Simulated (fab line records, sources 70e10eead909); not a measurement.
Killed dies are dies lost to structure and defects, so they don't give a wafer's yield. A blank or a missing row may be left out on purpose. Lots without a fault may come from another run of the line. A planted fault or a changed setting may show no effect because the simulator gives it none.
Which tool did it? | flow nand_harc | 21 lots, 63 wafers sampled, at 6 steps of a route of 1159

WHAT THE GAUGES READ, wafer by wafer
The record holds no reading of a measuring or inspecting step that can be judged against a usual standard deviation.

WHICH TOOL RAN EACH LOT (tool, then ch and the chambers of the sampled wafers, then the start)
lot  | NHARC_A_CHANNEL_FILL_D1_ALD_14   | NHARC_A_CHANNEL_FILL_D1_ETCHBACK_19 | NHARC_A_STAIRCASE_STRIP_171          | NHARC_A_STAIRCASE_TRIM_18                     | NHARC_A_STAIRCASE_STRIP_175          | NHARC_A_STAIRCASE_TRIM_187
L074 | ald_hk-03 ch 0,2, day 9 01:37    | rie_si-05 ch 2,3, day 9 18:36       | plasma_asher-02 ch 0,1, day 10 20:52 | rie_diel-05 ch 1,2,3, day 11 00:50 or earlier | plasma_asher-02 ch 0,1, day 11 00:50 | rie_diel-05 ch 1,2, day 11 02:17
L076 | ald_hk-03 ch 1,2,3, day 9 08:11  | rie_si-05 ch 0,1,3, day 10 01:12    | plasma_asher-02 ch 1, day 11 03:57   | rie_diel-04 ch 0,2, day 11 07:42 or earlier   | plasma_asher-02 ch 0,1, day 11 07:42 | rie_diel-04 ch 0,1,3, day 11 09:20
L075 | ald_hk-04 ch 1,3, day 9 08:13    | rie_si-06 ch 1,2, day 10 01:11      | plasma_asher-01 ch 0,1, day 11 04:09 | rie_diel-05 ch 0,2,3, day 11 08:57 or earlier | plasma_asher-01 ch 0,1, day 11 08:57 | rie_diel-05 ch 0,2,3, day 11 10:25
L079 | ald_hk-04 ch 0,3, day 9 15:41    | rie_si-06 ch 0,1,3, day 10 08:41    | plasma_asher-02 ch 0, day 11 10:09   | rie_diel-05 ch 0,3, day 11 14:01 or earlier   | plasma_asher-01 ch 0, day 11 14:01   | rie_diel-05 ch 1,2, day 11 15:40
L077 | ald_hk-03 ch 1,2,3, day 9 15:45  | rie_si-05 ch 0,1,3, day 10 08:41    | plasma_asher-01 ch 0,1, day 11 09:50 | rie_diel-05 ch 0,1, day 11 13:42 or earlier   | plasma_asher-01 ch 0,1, day 11 13:42 | rie_diel-05 ch 1,2,3, day 11 15:14
L078 | ald_hk-03 ch 1,2,3, day 9 21:36  | rie_si-03 ch 0,2,3, day 10 14:53    | plasma_asher-02 ch 0,1, day 11 16:44 | rie_diel-05 ch 0,1,2, day 11 22:38 or earlier | plasma_asher-01 ch 0,1, day 11 22:38 | rie_diel-06 ch 0,2,3, day 12 00:07
L080 | ald_hk-02 ch 1,2,3, day 10 06:26 | rie_si-06 ch 2,3, day 10 23:22      | plasma_asher-02 ch 0,1, day 12 01:20 | rie_diel-05 ch 1,2,3, day 12 05:05 or earlier | plasma_asher-01 ch 0,1, day 12 05:05 | rie_diel-06 ch 0,1, day 12 06:44
L084 | ald_hk-02 ch 0,2,3, day 11 03:17 | rie_si-05 ch 0,2,3, day 11 19:58    | plasma_asher-02 ch 0,1, day 12 21:20 | rie_diel-04 ch 1,2,3, day 13 01:35 or earlier | plasma_asher-01 ch 0,1, day 13 01:35 | rie_diel-05 ch 0,1,2, day 13 03:04
L082 | ald_hk-03 ch 1,2,3, day 11 03:21 | rie_si-06 ch 0,1,2, day 11 19:59    | plasma_asher-01 ch 0,1, day 12 21:38 | rie_diel-04 ch 0,1,3, day 13 01:59 or earlier | plasma_asher-01 ch 0,1, day 13 01:59 | rie_diel-05 ch 0,2, day 13 03:38
L083 | ald_hk-02 ch 1,3, day 11 07:25   | rie_si-05 ch 0,2,3, day 12 00:10    | plasma_asher-02 ch 0,1, day 13 04:13 | rie_diel-06 ch 0,1,3, day 13 08:49 or earlier | plasma_asher-02 ch 0,1, day 13 08:49 | rie_diel-04 ch 0,1,3, day 13 10:21
L087 | ald_hk-02 ch 1,2, day 12 02:58   | rie_si-06 ch 1,2, day 12 20:37      | plasma_asher-01 ch 0,1, day 13 22:58 | rie_diel-04 ch 1,3, day 14 03:13 or earlier   | plasma_asher-02 ch 0,1, day 14 03:13 | rie_diel-06 ch 1,2,3, day 14 04:53
L085 | ald_hk-04 ch 0,1,2, day 12 11:13 | rie_si-05 ch 1,2,3, day 13 04:01    | plasma_asher-02 ch 0,1, day 14 05:46 | rie_diel-06 ch 0,1,3, day 14 10:23 or earlier | plasma_asher-02 ch 0,1, day 14 10:23 | rie_diel-06 ch 0,1,2, day 14 11:52
L089 | ald_hk-04 ch 1,2,3, day 12 16:03 | rie_si-06 ch 0,1,2, day 13 09:45    | plasma_asher-01 ch 0,1, day 14 12:38 | rie_diel-06 ch 0,1,2, day 14 17:32 or earlier | plasma_asher-01 ch 0,1, day 14 17:32 | rie_diel-06 ch 0,3, day 14 19:02
L091 | ald_hk-04 ch 1,3, day 12 22:13   | rie_si-06 ch 1,2,3, day 13 17:07    | plasma_asher-01 ch 0,1, day 14 18:22 | rie_diel-06 ch 0,1,3, day 14 22:30 or earlier | plasma_asher-02 ch 0,1, day 14 22:30 | rie_diel-06 ch 0,1,3, day 14 23:55
L090 | ald_hk-04 ch 0,3, day 12 22:26   | rie_si-03 ch 0,1,3, day 13 17:07    | plasma_asher-02 ch 0,1, day 14 18:32 | rie_diel-06 ch 0,2, day 14 22:40 or earlier   | plasma_asher-01 ch 0,1, day 14 22:40 | rie_diel-04 ch 1,2,3, day 15 00:24
L092 | ald_hk-03 ch 0,3, day 13 12:54   | rie_si-05 ch 0,3, day 14 06:52      | plasma_asher-01 ch 0,1, day 15 09:03 | rie_diel-04 ch 1,2, day 15 14:14 or earlier   | plasma_asher-01 ch 0,1, day 15 14:14 | rie_diel-06 ch 0,3, day 15 15:38
L093 | ald_hk-03 ch 0,1, day 13 13:07   | rie_si-06 ch 1,2,3, day 14 06:50    | plasma_asher-02 ch 0, day 15 08:47   | rie_diel-06 ch 1,3, day 15 12:47 or earlier   | plasma_asher-01 ch 0,1, day 15 12:47 | rie_diel-05 ch 0,1,3, day 15 14:21
L094 | ald_hk-03 ch 0,1,3, day 13 20:23 | rie_si-03 ch 0,2,3, day 14 13:15    | plasma_asher-01 ch 1, day 15 14:52   | rie_diel-04 ch 0,2,3, day 15 18:31 or earlier | plasma_asher-02 ch 0,1, day 15 18:31 | rie_diel-05 ch 0,3, day 15 20:15
L097 | ald_hk-03 ch 0,1, day 14 11:13   | rie_si-05 ch 0,1, day 15 04:00      | plasma_asher-01 ch 0,1, day 16 06:29 | rie_diel-04 ch 0,1, day 16 10:11 or earlier   | plasma_asher-01 ch 0,1, day 16 10:11 | rie_diel-06 ch 1,3, day 16 11:40
L095 | ald_hk-04 ch 1,2,3, day 14 17:08 | rie_si-06 ch 0,1, day 15 11:01      | plasma_asher-02 ch 0,1, day 16 12:23 | rie_diel-06 ch 2,3, day 16 17:52 or earlier   | plasma_asher-01 ch 0,1, day 16 17:52 | rie_diel-05 ch 0,2, day 16 19:19
L096 | ald_hk-02 ch 1,3, day 14 23:06   | rie_si-05 ch 0,2, day 15 17:06      | plasma_asher-02 ch 0,1, day 16 18:16 | rie_diel-04 ch 2,3, day 16 22:14 or earlier   | plasma_asher-02 ch 1, day 16 22:14   | rie_diel-06 ch 0,1,3, day 16 23:47
- NHARC_A_CHANNEL_FILL_D1_ALD_14: deposits SiO2, target thk 2.5 nm, pulse time 10 s, ald cycles 25.
- NHARC_A_CHANNEL_FILL_D1_ETCHBACK_19: etches the open film in HBr/Cl2, target depth 5 nm, time 1.7 s.
- NHARC_A_STAIRCASE_STRIP_171: strips in O2.
- NHARC_A_STAIRCASE_TRIM_18: chemistry O2, time 211.2 s.
- NHARC_A_STAIRCASE_STRIP_175: strips in O2.
- NHARC_A_STAIRCASE_TRIM_187: chemistry O2, time 211.2 s.

WHAT THE TOOLS THEMSELVES READ (means of the sampled wafers that have a number; where no wafer has one, the mark that the record gives instead)
NHARC_A_CHANNEL_FILL_D1_ALD_14.
lot  | tool      | heater_power_w (W) | precursor_pulse_height_rel
L074 | ald_hk-03 | 475                | 0.991
L076 | ald_hk-03 | 510                | 1.011
L075 | ald_hk-04 | 437                | 0.995
L079 | ald_hk-04 | 445                | 1.002
L077 | ald_hk-03 | 501                | 0.989
L078 | ald_hk-03 | 505                | 0.983
L080 | ald_hk-02 | 504                | 1.018
L084 | ald_hk-02 | 508                | 1.010
L082 | ald_hk-03 | 503                | 1.004
L083 | ald_hk-02 | 530                | 1.023
L087 | ald_hk-02 | 486                | 1.007
L085 | ald_hk-04 | 453                | 0.987
L089 | ald_hk-04 | 452                | 0.997
L091 | ald_hk-04 | 431                | 1.006
L090 | ald_hk-04 | 458                | 1.004
L092 | ald_hk-03 | 493                | 0.999
L093 | ald_hk-03 | 510                | 0.997
L094 | ald_hk-03 | 512                | 1.013
L097 | ald_hk-03 | 507                | 1.020
L095 | ald_hk-04 | 447                | 0.978
L096 | ald_hk-02 | 546                | 1.002

NHARC_A_CHANNEL_FILL_D1_ETCHBACK_19.
lot  | tool      | chamber_pressure_mTorr (mTorr) | drypump_motor_current_A (A) | hbr_flow_sccm (sccm) | oes_product_au (a.u.) | rf_fwd_power_W (W) | throttle_valve_pct (%)
L074 | rie_si-05 | 14.989                         | 5.1                         | 150.0                | 1.009                 | 390.6              | 26.410
L076 | rie_si-05 | 15.007                         | 5.4                         | 149.8                | 1.010                 | 390.4              | 26.403
L075 | rie_si-06 | 15.001                         | 5.9                         | 150.3                | 0.996                 | 391.3              | 26.405
L079 | rie_si-06 | 14.997                         | 6.3                         | 150.3                | 1.000                 | 390.2              | 26.405
L077 | rie_si-05 | 14.990                         | 5.4                         | 149.8                | 1.005                 | 389.4              | 26.401
L078 | rie_si-03 | 15.005                         | 6.1                         | 149.7                | 1.010                 | 389.4              | 26.408
L080 | rie_si-06 | 15.004                         | 5.8                         | 149.8                | 0.992                 | 389.7              | 26.409
L084 | rie_si-05 | 14.986                         | 5.2                         | 150.0                | 1.007                 | 389.7              | 26.410
L082 | rie_si-06 | 15.003                         | 6.2                         | 150.2                | 1.000                 | 389.9              | 26.405
L083 | rie_si-05 | 14.999                         | 5.2                         | 150.2                | 1.007                 | 389.7              | 26.412
L087 | rie_si-06 | 14.991                         | 5.9                         | 150.2                | 0.998                 | 389.5              | 26.402
L085 | rie_si-05 | 15.005                         | 5.3                         | 150.5                | 1.002                 | 391.0              | 26.403
L089 | rie_si-06 | 15.008                         | 6.2                         | 149.7                | 0.999                 | 390.1              | 26.407
L091 | rie_si-06 | 15.013                         | 5.9                         | 150.6                | 0.999                 | 390.4              | 26.407
L090 | rie_si-03 | 14.995                         | 5.9                         | 149.8                | 0.994                 | 390.5              | 26.395
L092 | rie_si-05 | 14.997                         | 5.3                         | 150.4                | 1.013                 | 389.5              | 26.410
L093 | rie_si-06 | 15.009                         | 5.9                         | 150.0                | 0.994                 | 390.7              | 26.405
L094 | rie_si-03 | 14.995                         | 6.1                         | 150.2                | 1.003                 | 389.4              | 26.404
L097 | rie_si-05 | 15.012                         | 5.5                         | 150.1                | 1.002                 | 390.0              | 26.409
L095 | rie_si-06 | 15.013                         | 6.4                         | 150.0                | 0.995                 | 391.1              | 26.402
L096 | rie_si-05 | 14.990                         | 5.3                         | 150.0                | 1.007                 | 391.2              | 26.407

NHARC_A_STAIRCASE_STRIP_171.
lot  | tool            | drypump_motor_current_A (A) | heater_power_w (W) | temp_c (C)
L074 | plasma_asher-02 | 5.81                        | 314                | 249.89
L076 | plasma_asher-02 | 5.73                        | 354                | 249.89
L075 | plasma_asher-01 | 5.73                        | 352                | 250.07
L079 | plasma_asher-02 | 5.85                        | 295                | 250.01
L077 | plasma_asher-01 | 5.74                        | 333                | 249.95
L078 | plasma_asher-02 | 5.75                        | 339                | 250.03
L080 | plasma_asher-02 | 5.82                        | 317                | 250.08
L084 | plasma_asher-02 | 5.80                        | 317                | 250.00
L082 | plasma_asher-01 | 5.74                        | 334                | 249.77
L083 | plasma_asher-02 | 5.79                        | 316                | 249.96
L087 | plasma_asher-01 | 5.73                        | 345                | 249.88
L085 | plasma_asher-02 | 5.81                        | 317                | 249.96
L089 | plasma_asher-01 | 5.74                        | 350                | 250.03
L091 | plasma_asher-01 | 5.74                        | 337                | 249.87
L090 | plasma_asher-02 | 5.80                        | 319                | 250.05
L092 | plasma_asher-01 | 5.74                        | 352                | 250.00
L093 | plasma_asher-02 | 5.86                        | 300                | 250.05
L094 | plasma_asher-01 | 5.74                        | 312                | 250.24
L097 | plasma_asher-01 | 5.76                        | 332                | 249.85
L095 | plasma_asher-02 | 5.81                        | 322                | 250.00
L096 | plasma_asher-02 | 5.77                        | 337                | 250.10

NHARC_A_STAIRCASE_TRIM_18.
lot  | tool        | chamber_pressure_mTorr (mTorr) | drypump_motor_current_A (A) | oes_product_au (a.u.) | rf_vpp_V (V) | showerhead_plenum_p_Torr (Torr) | throttle_valve_pct (%)
L074 | rie_diel-05 | 59.98                          | 5.63                        | 0.996                 | 58.2         | 3.56                            | 17.032
L076 | rie_diel-04 | 60.06                          | 5.68                        | 1.001                 | 57.5         | 3.68                            | 17.039
L075 | rie_diel-05 | 59.97                          | 5.62                        | 0.998                 | 57.7         | 3.54                            | 17.033
L079 | rie_diel-05 | 59.94                          | 5.78                        | 1.003                 | 58.0         | 3.64                            | 17.032
L077 | rie_diel-05 | 59.99                          | 5.74                        | 0.993                 | 57.2         | 3.36                            | 17.028
L078 | rie_diel-05 | 60.02                          | 5.62                        | 0.995                 | 57.1         | 3.40                            | 17.030
L080 | rie_diel-05 | 60.02                          | 5.62                        | 0.994                 | 58.1         | 3.55                            | 17.035
L084 | rie_diel-04 | 59.98                          | 5.71                        | 0.995                 | 58.4         | 3.63                            | 17.033
L082 | rie_diel-04 | 59.98                          | 5.73                        | 0.997                 | 57.5         | 3.58                            | 17.031
L083 | rie_diel-06 | 60.07                          | 5.86                        | 1.007                 | 56.6         | 3.43                            | 17.043
L087 | rie_diel-04 | 60.07                          | 5.80                        | 0.999                 | 57.5         | 3.59                            | 17.035
L085 | rie_diel-06 | 60.04                          | 5.86                        | 1.008                 | 57.8         | 3.42                            | 17.038
L089 | rie_diel-06 | 60.04                          | 5.83                        | 0.999                 | 57.3         | 3.32                            | 17.030
L091 | rie_diel-06 | 60.03                          | 5.87                        | 1.002                 | 56.3         | 3.42                            | 17.036
L090 | rie_diel-06 | 60.05                          | 5.65                        | 0.998                 | 57.6         | 3.30                            | 17.036
L092 | rie_diel-04 | 60.00                          | 5.58                        | 1.005                 | 58.0         | 3.66                            | 17.044
L093 | rie_diel-06 | 59.97                          | 5.91                        | 0.999                 | 57.2         | 3.53                            | 17.038
L094 | rie_diel-04 | 59.98                          | 5.78                        | 0.999                 | 58.5         | 3.67                            | 17.036
L097 | rie_diel-04 | 59.96                          | 5.56                        | 0.997                 | 57.8         | 3.52                            | 17.043
L095 | rie_diel-06 | 59.98                          | 5.72                        | 0.999                 | 57.6         | 3.52                            | 17.047
L096 | rie_diel-04 | 59.95                          | 5.74                        | 0.998                 | 58.0         | 3.71                            | 17.033

NHARC_A_STAIRCASE_STRIP_175.
lot  | tool            | drypump_motor_current_A (A) | heater_power_w (W) | temp_c (C)
L074 | plasma_asher-02 | 5.77                        | 337                | 250.00
L076 | plasma_asher-02 | 5.80                        | 321                | 249.94
L075 | plasma_asher-01 | 5.73                        | 347                | 249.99
L079 | plasma_asher-01 | 5.73                        | 368                | 250.02
L077 | plasma_asher-01 | 5.74                        | 348                | 250.13
L078 | plasma_asher-01 | 5.75                        | 347                | 250.15
L080 | plasma_asher-01 | 5.77                        | 341                | 250.04
L084 | plasma_asher-01 | 5.77                        | 339                | 250.08
L082 | plasma_asher-01 | 5.75                        | 350                | 249.98
L083 | plasma_asher-02 | 5.77                        | 335                | 250.17
L087 | plasma_asher-02 | 5.83                        | 314                | 250.04
L085 | plasma_asher-02 | 5.78                        | 341                | 250.15
L089 | plasma_asher-01 | 5.78                        | 334                | 249.85
L091 | plasma_asher-02 | 5.77                        | 337                | 249.89
L090 | plasma_asher-01 | 5.74                        | 358                | 250.06
L092 | plasma_asher-01 | 5.74                        | 350                | 249.74
L093 | plasma_asher-01 | 5.74                        | 334                | 250.16
L094 | plasma_asher-02 | 5.80                        | 317                | 249.97
L097 | plasma_asher-01 | 5.72                        | 345                | 249.99
L095 | plasma_asher-01 | 5.75                        | 332                | 250.21
L096 | plasma_asher-02 | 5.73                        | 353                | 249.92

NHARC_A_STAIRCASE_TRIM_187.
lot  | tool        | chamber_pressure_mTorr (mTorr) | drypump_motor_current_A (A) | oes_product_au (a.u.) | rf_vpp_V (V) | showerhead_plenum_p_Torr (Torr) | throttle_valve_pct (%)
L074 | rie_diel-05 | 59.99                          | 5.47                        | 0.995                 | 58.4         | 3.46                            | 17.036
L076 | rie_diel-04 | 59.98                          | 5.71                        | 0.992                 | 58.4         | 3.59                            | 17.027
L075 | rie_diel-05 | 59.98                          | 5.63                        | 1.001                 | 57.5         | 3.54                            | 17.047
L079 | rie_diel-05 | 60.03                          | 5.61                        | 0.994                 | 58.4         | 3.42                            | 17.042
L077 | rie_diel-05 | 59.99                          | 5.63                        | 1.002                 | 57.2         | 3.56                            | 17.027
L078 | rie_diel-06 | 60.00                          | 5.68                        | 1.012                 | 57.1         | 3.43                            | 17.033
L080 | rie_diel-06 | 59.91                          | 5.79                        | 1.005                 | 57.2         | 3.31                            | 17.036
L084 | rie_diel-05 | 59.97                          | 5.59                        | 0.997                 | 57.4         | 3.39                            | 17.036
L082 | rie_diel-05 | 60.06                          | 5.60                        | 0.997                 | 58.1         | 3.38                            | 17.041
L083 | rie_diel-04 | 60.00                          | 5.73                        | 1.000                 | 58.6         | 3.58                            | 17.042
L087 | rie_diel-06 | 60.00                          | 5.91                        | 0.997                 | 56.7         | 3.43                            | 17.040
L085 | rie_diel-06 | 60.02                          | 5.87                        | 0.998                 | 58.0         | 3.32                            | 17.028
L089 | rie_diel-06 | 60.04                          | 5.69                        | 1.005                 | 58.3         | 3.52                            | 17.042
L091 | rie_diel-06 | 60.00                          | 5.87                        | 0.997                 | 57.7         | 3.42                            | 17.026
L090 | rie_diel-04 | 60.04                          | 5.70                        | 0.999                 | 57.9         | 3.62                            | 17.036
L092 | rie_diel-06 | 59.96                          | 5.65                        | 1.006                 | 58.1         | 3.40                            | 17.048
L093 | rie_diel-05 | 59.98                          | 5.75                        | 1.004                 | 58.1         | 3.48                            | 17.037
L094 | rie_diel-05 | 59.98                          | 5.75                        | 1.000                 | 58.0         | 3.62                            | 17.032
L097 | rie_diel-06 | 59.99                          | 6.08                        | 0.999                 | 57.4         | 3.42                            | 17.036
L095 | rie_diel-05 | 60.05                          | 5.47                        | 0.988                 | 58.0         | 3.42                            | 17.033
L096 | rie_diel-06 | 59.98                          | 5.88                        | 1.003                 | 57.4         | 3.41                            | 17.042

THE ANSWER, worked out from the rows above alone
Rule: what is usual is taken from the lots themselves. Put in order of their means at a reading, lots are off if they are a third of the lots or fewer, leave a main group of 4 or more, and stand apart from it by a gap of 3 or more times the standard deviation of the main group's means; of several such gaps the widest counts. A main group whose means are all the same, to the digits that the tables above print for the reading, isn't used. A lot without any number at a reading at which 4 lots or more have one is off too. The other lots that the step has rows for count as sound. The gauges are gone through in route order, then the tools' own readings, and for those a lot's mean is taken as printed above. The first step at which some lot is off is used, and at that step the reading that is off furthest; a lot without a number counts as furthest.
No lot is off at any reading shown: from this, nothing can be told.

WHAT THE SIMULATOR HAD PUT IN
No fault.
